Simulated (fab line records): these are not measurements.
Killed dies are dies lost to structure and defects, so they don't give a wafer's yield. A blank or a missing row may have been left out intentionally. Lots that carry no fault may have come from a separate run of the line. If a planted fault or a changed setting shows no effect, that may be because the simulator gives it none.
Split-lot trial	flow n5-finfet	route with 1938 steps; 7 lots, 36 wafers read

## THE SPLIT ITSELF
At N5_BEOL_M10_TRENCH_ETCH_37 (etches SiCOH lowk in C4F6/O2, target depth 148.83 nm, time 48 s), the setting target-depth-a was moved away from the recipe's 1488.3 angstrom on 9 of the 36 wafers read, by -37.5% to +35.0%. All remaining wafers had this setting at the recipe value.

## FROM THE SPLIT TO THE READING: what the file shows between them, 11 steps
- N5_BEOL_M10_ETCH_41: etches SiCN in CH3F/O2, target depth 42.6 nm, time 86 s
- N5_BEOL_M10_STRIP_77: strips in N2/H2, time 10 s
- N5_BEOL_M10_OCD_MEAS_38
- N5_BEOL_M10_HM_STRIP_39: strips TiN in peroxide tin strip, target depth 25 nm, time 158 s
- N5_BEOL_M10_SRD_40: time 30 s
- N5_BEOL_M10_ECD_50: material Cu, target thk 318 nm
- N5_BEOL_M10_ANNEAL_51: time 90 s
- N5_BEOL_M10_CMP_52: polishes, stops on SiCOH lowk, t overpolish 7 s, target thk 140 nm
- N5_BEOL_M10_THK_MEAS_53: measures by xrf
- N5_BEOL_M10_PRE_CLEAN_55: time 15 s
- N5_BEOL_M10_DEP_56: deposits SiCN from 3MS/NH3, target thk 15 nm, time 26.5 s

## THE READING
M10_RS in ohm/sq, measured at N5_BEOL_M10_RS_MEAS_57 by four-point-probe. Fault-free wafers of this fab line usually give 0.152 ohm/sq, standard deviation 0.0037 ohm/sq.

wafer	tool, chamber at the split	target-depth-a as run, angstrom	against the recipe	M10_RS, ohm/sq	against lot-mates on the recipe
L074.1	rie-diel-05, 1	929.6	-37.5%	0.269	+0.113
L074.2	rie-diel-05, 3	929.6	-37.5%	0.289	+0.133
L074.3	rie-diel-05, 2	1488.3	recipe	0.155	-
L074.4	rie-diel-05, 2	1488.3	recipe	0.155	-
L074.5	rie-diel-05, 3	1488.3	recipe	0.158	-
L074.6	rie-diel-05, 1	929.6	-37.5%	0.279	+0.123
L078.1	rie-diel-05, 1	1488.3	recipe	0.155	-
L078.2	rie-diel-05, 2	1488.3	recipe	0.157	-
L078.3	rie-diel-05, 0	1488.3	recipe	0.150	-
L078.4	rie-diel-05, 0	1488.3	recipe	0.151	-
L078.5	rie-diel-05, 2	1488.3	recipe	0.158	-
L078.6	rie-diel-05, 1	1488.3	recipe	0.158	-
L082.2	rie-diel-04, 2	1488.3	recipe	0.147	-
L082.4	rie-diel-04, 0	1488.3	recipe	0.160	-
L082.5	rie-diel-04, 0	1488.3	recipe	0.158	-
L087.1	rie-diel-06, 2	1488.3	recipe	0.149	-
L087.2	rie-diel-06, 1	1488.3	recipe	0.153	-
L087.3	rie-diel-06, 3	1488.3	recipe	0.148	-
L087.4	rie-diel-06, 0	1488.3	recipe	0.151	-
L087.5	rie-diel-06, 3	1488.3	recipe	0.145	-
L087.6	rie-diel-06, 0	1488.3	recipe	0.155	-
L091.1	rie-diel-04, 1	1488.3	recipe	0.152	-
L091.2	rie-diel-04, 2	1733	+16.4%	0.125	-0.026
L091.3	rie-diel-04, 0	1733	+16.4%	0.128	-0.023
L091.4	rie-diel-04, 3	1488.3	recipe	0.151	-
L091.5	rie-diel-04, 3	1488.3	recipe	0.150	-
L091.6	rie-diel-04, 2	1733	+16.4%	0.124	-0.027
L093.3	rie-diel-06, 0	1488.3	recipe	0.151	-
L093.5	rie-diel-06, 3	1488.3	recipe	0.145	-
L093.6	rie-diel-06, 2	1488.3	recipe	0.147	-
L095.1	rie-diel-06, 2	2009	+35.0%	0.108	-0.042
L095.2	rie-diel-06, 0	2009	+35.0%	0.108	-0.042
L095.3	rie-diel-06, 3	1488.3	recipe	0.148	-
L095.4	rie-diel-06, 1	2009	+35.0%	0.108	-0.042
L095.5	rie-diel-06, 3	1488.3	recipe	0.148	-
L095.6	rie-diel-06, 2	1488.3	recipe	0.153	-

THE FIT
A straight line over all 36 wafers: M10_RS changes by -0.00236 ohm/sq for each +1% of target-depth-a; r = -0.93; the points scatter about the line by 0.015 ohm/sq.
The same after taking each lot's own level away (the mean of its wafers on the recipe; 36 wafers): -0.00227 ohm/sq for each +1%; r = -0.92; scatter 0.015 ohm/sq.
The reading moves by 0.085 ohm/sq for the largest change in target-depth-a, on that fit.
The span of the lots' own levels, 0.1477 to 0.1560 ohm/sq, comes to 2.3 times the standard deviation stated above.
Hence the lot-to-lot level has little effect on the slope; both slopes agree.
Check: +0.0874 ohm/sq against its lot-mates is what the line predicts for one of the wafers moved furthest among these (-37.5%) when that wafer is left out of the fit. Against them it came out at +0.113 ohm/sq.

## THE WHOLE CHAIN: every reading that the file lists as answering this split, in the file's order
step	what it does	reading	change (the file's fit)	r (the file's)
N5_BEOL_M10_TRENCH_ETCH_37	etches SiCOH lowk in C4F6/O2, target depth 148.83 nm, time 48 s	etch.depth-nm (the simulator's own value, which no gauge read)	+1.44 nm for each +1% of the setting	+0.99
N5_BEOL_M10_TRENCH_ETCH_37	etches SiCOH lowk in C4F6/O2, target depth 148.83 nm, time 48 s	BEOL_M10.feature-depth-nm (the simulator's own value, which no gauge read)	+1.44 nm for each +1% of the setting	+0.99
N5_BEOL_M10_TRENCH_ETCH_37	etches SiCOH lowk in C4F6/O2, target depth 148.83 nm, time 48 s	TiN_of_BEOL_M10_HM_DEP_02.thk-nm (the simulator's own value, which no gauge read)	-0.0405 nm for each +1% of the setting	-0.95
N5_BEOL_M10_OCD_MEAS_38		trench-depth-nm	+1.43 nm for each +1% of the setting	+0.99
N5_BEOL_M10_CMP_52	polishes, stops on SiCOH lowk, t overpolish 7 s, target thk 140 nm	Cu_of_BEOL_M10_ECD_50.thk-nm (the simulator's own value, which no gauge read)	+1.44 nm for each +1% of the setting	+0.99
N5_BEOL_M10_THK_MEAS_53	measures by xrf	M10_THK	+1.43 for each +1% of the setting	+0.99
N5_BEOL_M10_RS_MEAS_57	measures by four-point-probe	M10_RS	-0.00224 for each +1% of the setting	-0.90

## FILE'S OWN FIT
M10_RS changes by -0.00224 ohm/sq for each +1% of target-depth-a, r = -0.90.
